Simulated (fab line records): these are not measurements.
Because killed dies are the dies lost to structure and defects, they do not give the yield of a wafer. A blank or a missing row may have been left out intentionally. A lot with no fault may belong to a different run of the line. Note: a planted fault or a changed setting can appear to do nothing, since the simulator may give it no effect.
fab line records	flow n5Finfet
[record] lots = 9	wafers = 27	lastDay = 17
route steps=1938 shown PMOS_HMC_CHANNEL_EPI@69 BEOL_M4@1111
lots that met no fault: from a run of the same line without faults
startH: the number of hours between the record's first day and the start of the first shown wafer of the lot	waitH: time in hours since the lot's previous step	" repeats the value in the row above	L1.1+2: a single row standing in for several wafers	- value missing, or start not given	* or withheld: withheld	< > ~ a bound
route shown NAME@n: NAME is a module with steps in the file, n the number in the route of the first one	usual: average and standard deviation across the fault-free wafers	same: alike in all rows	chamber/n: place in a boat	sites: per-site readings	_std_site: standard deviation across them	_edge_site: mean of outer sites minus mean of inner sites	radiusMm: for every site, how far away it sits from the centre of the wafer	mask NAME#n: copy n	behind: the last tool/chamber to shape the wafer	hold: why the lot went on hold/how many hours it stayed there/how the hold came to an end	device: names the non-switching transistor (n, p or np)	end of line: the same wafers' tests at the end of the route	where a step has no rows: the recipe by itself	killed: dies that structure and defects cost at the first sort, which is not the same as the wafer's yield	map: per-die view of a wafer (x killed, . not killed, _ where there is no die)
set.NAME: the setting as run; set.NAME@STEP: as run at that earlier step	model.NAME: the simulator's own value behind a step, which no gauge read
one table for each step of the route and one row for each wafer, over a sample of lots
services: the hour from which a tool's chamber was out of use, counted from the record's first day as startH (under 0 if before that day), plus the number of hours and why
[[steps]]
[step N5_PMOS_HMC_CHANNEL_EPI_ETCH_32]
[recipe] chemistry = N2/H2	target = BARC	stopOn = SiO2	targetDepthA = 858	overEtchFrac = 0.3	timeS = 50.3	ionEnergyEv = 200	maskMaterial = CAR-ArF-block	pressureMtorr = 30	sourceW = 840	biasW = 150	n2FlowSccm = 200	h2FlowSccm = 200
[usual] biasW = 150.0/0.49	drypumpMotorCurrentA = 5.8/0.38	oesProductAu = 0.67/0.059	rfVppV = 523.2/2.6	showerheadPlenumPTorr = 2.52/0.087	throttleValvePct = 17.94/0.25
lot.wafer	tool	chamber	startH	waitH	biasW	drypumpMotorCurrentA	oesProductAu	rfHoursCounterH	rfVppV	showerheadPlenumPTorr	throttleValvePct
L581.1	rieDiel-06	1	37.60	0.0	149.7	6.3	0.59	237	519.5	2.40	18.17
L581.2	"	2	"	"	150.1	5.9	0.62	183	524.4	2.53	18.22
L581.6	"	1	"	"	150.5	6.4	0.59	-	518.6	2.40	18.17
L582.1	rieDiel-01	1	41.64	0.0	150.2	5.5	0.65	172	527.1	2.64	17.93
L582.3	"	2	"	"	149.6	6.1	0.71	87	523.9	2.57	17.97
L582.6	"	1	"	"	149.9	5.5	0.65	-	527.0	2.64	17.93
L587.3	rieDiel-01	1	71.90	0.0	149.6	5.6	0.64	181	526.3	2.63	17.94
L587.4	"	3	"	"	150.3	5.5	0.65	176	521.3	2.43	17.90
L587.5	"	0	"	"	149.4	5.3	0.68	-	524.3	2.57	17.80
L588.1	rieDiel-01	0	77.88	0.0	170.2	5.3	0.68	103	571.4	2.57	17.80
L588.2	"	1	"	"	171.8	5.5	0.64	182	572.1	2.63	17.94
L588.6	"	0	"	"	170.4	5.2	0.68	-	570.5	2.57	17.80
L589.3	rieDiel-01	1	84.09	0.0	171.1	5.6	0.64	185	572.6	2.63	17.94
L589.4	"	0	"	"	170.1	5.3	0.68	106	570.1	2.57	17.80
L589.5	"	2	"	"	171.4	6.1	0.71	-	568.6	2.56	18.00
L590.1	rieDiel-01	0	89.69	0.0	171.6	5.2	0.67	108	569.5	2.56	17.81
L590.2	"	2	"	"	171.4	6.1	0.70	101	569.6	2.56	17.99
L590.5	"	3	"	"	172.0	5.5	0.65	-	566.1	2.43	17.92
L597.2	rieDiel-05	3	131.12	0.0	150.1	5.2	0.63	179	520.6	2.43	18.13
L597.3	"	2	"	"	150.1	6.4	0.58	220	521.1	2.41	18.33
L597.4	"	1	"	"	148.7	6.1	0.64	161	526.5	2.65	18.05
L600.1	rieDiel-06	1	149.34	0.0	149.6	6.3	0.79	20	529.0	2.71	17.78
L600.2	"	3	"	"	149.7	6.0	0.83	2	522.8	2.50	17.75
L600.5	"	3	"	"	150.1	6.0	0.83	-	522.6	2.50	17.75
L601.2	rieDiel-05	1	155.60	0.0	150.2	6.1	0.64	168	525.5	2.65	18.05
L601.3	"	0	"	"	150.3	5.9	0.74	47	522.3	2.48	17.56
L601.4	"	0	"	"	150.3	5.9	0.74	-	520.7	2.48	17.57
[step N5_PMOS_HMC_CHANNEL_EPI_STRIP_33]
[recipe] chemistry = N2/H2	powerW = 500	tempC = 40	pressureMtorr = 50	rfFrequencyHz = 6e+07	overashFraction = 0.3	biasPowerW = 8	h2Frac = 0.5	n2FlowSccm = 300	h2FlowSccm = 300
[usual] biasPowerW = 8.002/0.023	drypumpMotorCurrentA = 5.8/0.37	oesProductAu = 0.78/0.072	rfVppV = 54.0/1.5	showerheadPlenumPTorr = 3.33/0.11	throttleValvePct = 19.0/0.33
lot.wafer	tool	chamber	startH	waitH	biasPowerW	drypumpMotorCurrentA	oesProductAu	rfHoursCounterH	rfVppV	showerheadPlenumPTorr	throttleValvePct
L581.1	rieDiel-06	1	37.69	0.0	8.011	6.3	0.68	237	54.0	3.18	19.5
L581.2	"	2	"	"	7.988	5.9	0.73	184	55.8	3.35	19.4
L581.6	"	1	"	"	8.031	6.4	0.70	-	55.4	3.18	19.5
L582.1	rieDiel-01	1	41.73	0.0	7.983	5.5	0.76	172	55.8	3.48	18.8
L582.3	"	2	"	"	8.010	6.1	0.84	87	54.6	3.39	18.8
L582.6	"	1	"	"	7.983	5.6	0.76	-	54.5	3.48	18.8
L587.3	rieDiel-01	1	72.00	0.0	8.006	5.6	0.75	181	55.9	3.47	18.8
L587.4	"	3	"	"	8.021	5.5	0.75	176	54.0	3.21	18.9
L587.5	"	0	"	"	7.976	5.3	0.79	-	53.6	3.39	18.9
L588.1	rieDiel-01	0	77.97	0.0	8.002	5.3	0.81	103	52.5	3.39	18.8
L588.2	"	1	"	"	7.994	5.5	0.75	182	54.5	3.47	18.8
L588.6	"	0	"	"	7.990	5.2	0.80	-	52.7	3.39	18.9
L589.3	rieDiel-01	1	84.18	0.0	8.011	5.6	0.74	185	55.5	3.47	18.8
L589.4	"	0	"	"	8.034	5.3	0.79	106	55.6	3.39	18.8
L589.5	"	2	"	"	7.958	6.1	0.83	-	52.0	3.38	18.8
L590.1	rieDiel-01	0	89.79	0.0	7.957	5.3	0.79	108	54.8	3.39	18.9
L590.2	"	2	"	"	7.964	6.1	0.81	102	55.4	3.38	18.8
L590.5	"	3	"	"	8.028	5.5	0.74	-	54.8	3.21	19.0
L597.2	rieDiel-05	3	131.21	0.0	7.980	5.3	0.73	179	54.8	3.22	19.1
L597.3	"	2	"	"	8.045	6.4	0.67	220	55.6	3.19	19.5
L597.4	"	1	"	"	8.044	6.1	0.74	161	54.9	3.49	19.0
L600.1	rieDiel-06	1	149.44	0.0	8.003	6.3	0.93	20	52.2	3.57	19.1
L600.2	"	3	"	"	8.027	6.0	0.98	2	54.2	3.31	18.9
L600.5	"	3	"	"	8.011	6.0	0.96	-	54.1	3.31	19.0
L601.2	rieDiel-05	1	155.70	0.0	8.003	6.1	0.75	168	54.5	3.49	19.0
L601.3	"	0	"	"	7.983	5.9	0.87	47	53.4	3.28	18.4
L601.4	"	0	"	"	7.977	5.9	0.88	-	54.6	3.28	18.5
[step N5_PMOS_HMC_CHANNEL_EPI_ETCH_38]
[recipe] chemistry = CF4	target = SiO2	targetDepthA = 15	ionEnergyEv = 350	pressureMtorr = 10	icpW = 800	biasW = 400	cf4FlowSccm = 80
[usual] biasW = 400.1/1.3	drypumpMotorCurrentA = 5.7/0.56	oesProductAu = 0.992/0.01	throttleValvePct = 21.67/0.2
lot.wafer	tool	chamber	startH	waitH	biasW	drypumpMotorCurrentA	oesProductAu	rfHoursCounterH	throttleValvePct
L581.1	rieSi-04	2	38.00	0.0	398.7	6.1	1.003	43	21.86
L581.2	"	0	"	"	401.7	6.0	0.991	111	21.53
L581.6	"	2	"	"	401.0	6.1	1.008	-	21.85
L582.1	rieSi-04	3	42.04	0.0	401.9	4.7	0.995	151	21.64
L582.3	"	1	"	"	399.6	5.0	0.985	56	22.09
L582.6	"	2	"	"	399.5	6.1	0.992	-	21.83
L587.3	rieSi-04	0	72.30	0.0	400.3	6.0	0.992	112	21.54
L587.4	"	1	"	"	400.0	5.1	0.986	57	22.06
L587.5	"	3	"	"	400.1	4.7	1.004	-	21.67
L588.1	rieSi-06	2	78.30	0.0	400.9	6.2	0.998	121	21.56
L588.2	"	3	"	"	400.9	6.0	0.982	7	21.93
L588.6	"	2	"	"	399.4	6.2	0.990	-	21.55
L589.3	rieSi-04	0	84.49	0.0	400.7	6.0	1.002	112	21.53
L589.4	"	1	"	"	400.3	5.0	0.995	57	22.09
L589.5	"	3	"	"	397.8	4.7	0.992	-	21.64
L590.1	rieSi-02	3	90.09	0.0	399.8	6.6	0.999	28	21.34
L590.2	"	0	"	"	400.3	6.1	1.001	176	21.86
L590.5	"	2	"	"	401.9	5.0	0.994	-	21.57
L597.2	rieSi-04	2	131.52	0.0	400.3	6.1	1.009	45	21.86
L597.3	"	0	"	"	401.5	6.0	0.995	113	21.53
L597.4	"	3	"	"	398.8	4.7	1.000	153	21.66
L600.1	rieSi-06	2	149.74	0.0	400.8	6.2	1.000	123	21.56
L600.2	"	1	"	"	399.5	5.4	0.990	9	21.66
L600.5	"	1	"	"	399.4	5.3	0.995	-	21.63
L601.2	rieSi-02	2	156.01	0.0	399.7	5.0	0.993	84	21.58
L601.3	"	0	"	"	399.5	6.1	0.991	177	21.86
L601.4	"	3	"	"	400.8	6.5	0.991	29	21.33
[step N5_PMOS_HMC_CHANNEL_EPI_THK_MEAS_22]
[recipe] reads = SiGe30_of_PMOS_HMC_CHANNEL_EPI_EPI_20
[usual] HMC_CMP_THK = 54.0/0.62
lot.wafer	tool	chamber	startH	waitH	HMC_CMP_THK[nm]
L581.1	filmMetro-01	-	39.82	-	54.3
L581.2	"	-	"	"	54.4
L581.6	"	-	"	"	53.9
L582.1	filmMetro-02	-	43.86	-	53.5
L582.3	"	-	"	"	54.0
L582.6	"	-	"	"	53.3
L587.3	filmMetro-01	-	74.17	-	54.1
L587.4	"	-	"	"	53.5
L587.5	"	-	"	"	53.2
L588.1	filmMetro-02	-	80.13	-	54.8
L588.2	"	-	"	"	55.3
L588.6	"	-	"	"	54.5
L589.3	filmMetro-01	-	86.71	-	54.7
L589.4	"	-	"	"	54.2
L589.5	"	-	"	"	53.6
L590.1	filmMetro-02	-	92.31	-	54.4
L590.2	"	-	"	"	54.0
L590.5	"	-	"	"	53.7
L597.2	filmMetro-01	-	133.35	-	53.2
L597.3	"	-	"	"	54.2
L597.4	"	-	"	"	53.8
L600.1	filmMetro-01	-	151.58	-	53.8
L600.2	"	-	"	"	54.7
L600.5	"	-	"	"	54.5
L601.2	filmMetro-01	-	157.83	-	53.5
L601.3	"	-	"	"	54.0
L601.4	"	-	"	"	54.2
[step N5_BEOL_M4_RC_MEAS_101]
[usual] DIBL_N = 36.2/1.4	DIBL_P = 36.1/1.5	IOFF_N = 0.153/0.02	IOFF_P = 0.215/0.03	ION_N = 672/8.6	ION_P = 463/6.8	SS_N = 71.5/0.47	SS_P = 73.3/0.57	VT_N = 250.6/2.4	VT_P = -249/3.2
lot.wafer	tool	chamber	startH	waitH	DIBL_N[mV/V]	DIBL_P[mV/V]	IOFF_N[nA/um]	IOFF_P[nA/um]	ION_N[uA/um]	ION_P[uA/um]	SS_N[mV/dec]	SS_P[mV/dec]	VT_N[mV]	VT_P[mV]
L581.1	prober-01	0	179.12	0.0	37.4	36.1	0.166	0.220	685	463	71.4	72.5	248.1	-248
L581.2	"	0	"	"	37.1	34.9	0.160	0.197	666	457	72.1	72.6	249.0	-251
L581.6	"	0	"	"	38.6	37.0	0.187	0.237	667	460	72.1	74.1	248.3	-251
L582.1	prober-01	0	190.78	0.0	36.2	35.4	0.146	0.181	666	456	71.9	73.4	249.2	-255
L582.3	"	0	"	"	37.4	36.6	0.162	0.185	672	455	71.7	74.1	252.6	-255
L582.6	"	0	"	"	36.5	35.7	0.148	0.171	667	447	71.5	73.5	253.0	-255
L587.3	prober-01	0	214.21	0.3	35.6	37.4	0.153	0.196	662	455	70.7	72.7	250.1	-252
L587.4	"	0	"	"	34.5	36.0	0.135	0.181	667	455	71.2	72.0	251.2	-253
L587.5	"	0	"	"	36.8	39.1	0.185	0.229	685	465	72.3	73.3	245.4	-249
L588.1	prober-02	0	229.18	0.0	37.6	38.4	0.144	0.228	657	461	71.7	73.7	252.0	-246
L588.2	"	0	"	"	39.3	39.5	0.178	0.256	687	476	71.7	74.3	250.2	-246
L588.6	"	0	"	"	37.1	37.7	0.144	0.224	670	468	71.6	72.9	250.8	-249
L589.3	prober-02	0	236.34	0.3	36.3	34.9	0.144	0.196	677	462	71.5	73.1	253.0	-252
L589.4	"	0	"	"	38.6	38.2	0.206	0.250	688	464	71.5	74.8	247.2	-246
L589.5	"	0	"	"	38.7	37.5	0.192	0.239	672	458	72.1	73.9	248.8	-248
L590.1	prober-01	0	236.72	0.0	37.5	36.8	0.169	0.260	677	472	71.7	73.5	249.0	-247
L590.2	"	0	"	"	38.5	37.2	0.191	0.276	673	468	72.2	73.2	244.8	-246
L590.5	"	0	"	"	37.3	36.3	0.152	0.245	669	466	72.2	73.3	251.9	-245
L597.2	prober-02	0	271.24	0.2	36.3	35.7	0.150	0.215	659	459	71.2	73.9	250.0	-248
L597.3	"	0	"	"	37.0	35.8	0.161	0.217	677	465	71.5	73.6	248.7	-251
L597.4	"	0	"	"	35.8	34.3	0.135	0.189	669	465	71.2	72.8	250.4	-252
L600.1	prober-02	0	296.07	0.0	35.3	34.7	0.139	0.193	673	460	71.3	73.2	253.2	-250
L600.2	"	0	"	"	34.6	34.2	0.141	0.188	679	464	70.8	74.3	253.1	-254
L600.5	"	0	"	"	34.8	34.0	0.134	0.191	679	464	71.5	73.3	251.2	-251
L601.2	prober-01	0	302.39	0.2	34.1	35.2	0.146	0.200	676	467	70.4	73.2	249.4	-249
L601.3	"	0	"	"	36.1	37.2	0.166	0.217	667	462	71.7	73.4	249.0	-247
L601.4	"	0	"	"	35.6	36.6	0.160	0.213	676	461	71.5	73.7	250.4	-251
[[services]]
tool	chamber	startH	hours	kind
rieSi-06	0	22.21	4.2	repair
rieSi-02	0	25.15	3.5	repair
rieDiel-05	-	28.99	15.6	pm
rieSi-06	-	38.16	4.4	repair
rieSi-06	2	46.66	8.0	repair
rieDiel-05	0	66.44	11.7	repair
rieSi-02	-	68.42	2.8	pm
rieDiel-06	1	73.53	-	clean
rieDiel-06	1	73.53	-	consumableReplace:focusRing
rieDiel-06	1	73.53	-	consumableReplace:showerhead
rieDiel-06	1	73.53	16.1	scheduledDown
rieDiel-06	1	73.53	16.1	ventCycle
rieSi-02	1	74.33	4.5	repair
rieDiel-05	-	80.53	0.9	repair
rieDiel-05	-	86.91	1.6	repair
rieDiel-05	-	89.31	0.6	repair
rieDiel-01	2	95.96	3.7	repair
rieSi-06	-	100.45	1.3	repair
rieDiel-06	3	111.06	-	clean
rieDiel-06	3	111.06	-	consumableReplace:focusRing
rieDiel-06	3	111.06	29.6	scheduledDown
rieDiel-06	3	111.06	29.6	ventCycle
rieSi-06	-	154.24	14.6	pm
rieDiel-05	2	154.96	3.7	repair
[[key]]
[firstSign] step = N5_PMOS_HMC_CHANNEL_EPI_ETCH_32	reading = biasW	direction = up	sigmas = 43	usual = *	struck = *
[effect] step = N5_PMOS_HMC_CHANNEL_EPI_ETCH_32	reading = rfVppV	direction = up	sigmas = 18	usual = 523.2	struck = 570.0
metAt N5_PMOS_HMC_CHANNEL_EPI_ETCH_32
struckLots L588,L589,L590
notActingAt N5_PMOS_HMC_CHANNEL_EPI_STRIP_33,N5_PMOS_HMC_CHANNEL_EPI_ETCH_38,N5_PMOS_HMC_CHANNEL_EPI_THK_MEAS_22
onsetBetween 71.90 77.88
[fault] kind = processParameterDrift	tool = rieDiel-01	chamber = -	onsetH = 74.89	steps = N5_PMOS_HMC_CHANNEL_EPI_ETCH_32	channel = biasW	offset = *	shape = step	endH = 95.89	actsIn = *	stated = *
